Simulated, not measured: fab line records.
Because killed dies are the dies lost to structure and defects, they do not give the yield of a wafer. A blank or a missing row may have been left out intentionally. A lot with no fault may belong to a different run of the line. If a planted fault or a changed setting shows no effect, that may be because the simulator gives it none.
Chamber matching	flow n5 finfet	4 sister chambers for N5_HKMG_FIN_DESCUM_53 on rie diel-02
The step chemistry O2, time 7.9 s. 18 wafers are shown with their chamber, then 9 later ones without.

== WAFERS PAIRED WITH THEIR CHAMBERS ==
wafer	chamber	drypump motor current A (A)	throttle valve pct (%)	showerhead plenum p Torr (Torr)
L079.1	1	5.5	20.59	2.17
L079.4	3	5.1	20.85	2.07
L079.6	1	5.5	20.62	2.17
L081.1	0	5.3	19.95	2.06
L081.4	1	5.5	20.63	2.17
L081.6	2	6.5	20.49	2.11
L082.1	0	5.2	19.96	2.06
L082.4	0	5.2	19.95	2.06
L082.6	3	5.1	20.86	2.07
L084.3	0	5.3	19.96	2.06
L084.5	3	5.1	20.86	2.07
L084.6	1	5.5	20.63	2.16
L085.2	0	5.3	19.96	2.06
L085.4	0	5.3	19.98	2.06
L085.6	1	5.5	20.64	2.16
L086.1	0	5.2	19.96	2.06
L086.2	3	5.1	20.88	2.07
L086.4	1	5.5	20.64	2.16

SIGNATURES (averages over the wafers above)
reading	chamber 0	chamber 1	chamber 2	chamber 3	scatter within a chamber
drypump motor current A	5.257	5.500	6.500	5.100	0.035
throttle valve pct	19.9600	20.6250	20.4900	20.8625	0.0142
showerhead plenum p Torr	2.0600	2.1650	2.1100	2.0700	0.00327
Rule: distance of a wafer from a chamber = root of the sum over the readings of ((wafer's reading minus chamber's mean) / reading's scatter) squared. The wafer belongs to the nearest chamber; if the next one is less than 2 further off, it can't be placed. The scatter: take each reading less its chamber's mean, square it, sum over the shown wafers, divide by the number of wafers less the number of chambers, and take the root.

== WAFERS MISSING THEIR CHAMBER ==
wafer	drypump motor current A (A)	throttle valve pct (%)	showerhead plenum p Torr (Torr)
L088.2	5.3	19.97	2.05
L088.3	5.1	20.89	2.06
L088.5	6.5	20.49	2.11
L095.1	5.3	19.99	2.05
L095.3	5.1	20.90	2.06
L095.4	6.5	20.49	2.10
L096.2	5.5	20.67	2.16
L096.3	5.3	19.98	2.05
L096.6	5.1	20.92	2.06

== CHAMBER TAKEN BY EACH ==
wafer	from the rows above	in truth
L088.2	0	0
L088.3	3	3
L088.5	2	2
L095.1	0	0
L095.3	3	3
L095.4	2	2
L096.2	1	1
L096.3	0	0
L096.6	3	3
Correctly placed: 9 of 9. Not placeable from these rows: 0. Number placed wrongly: 0.
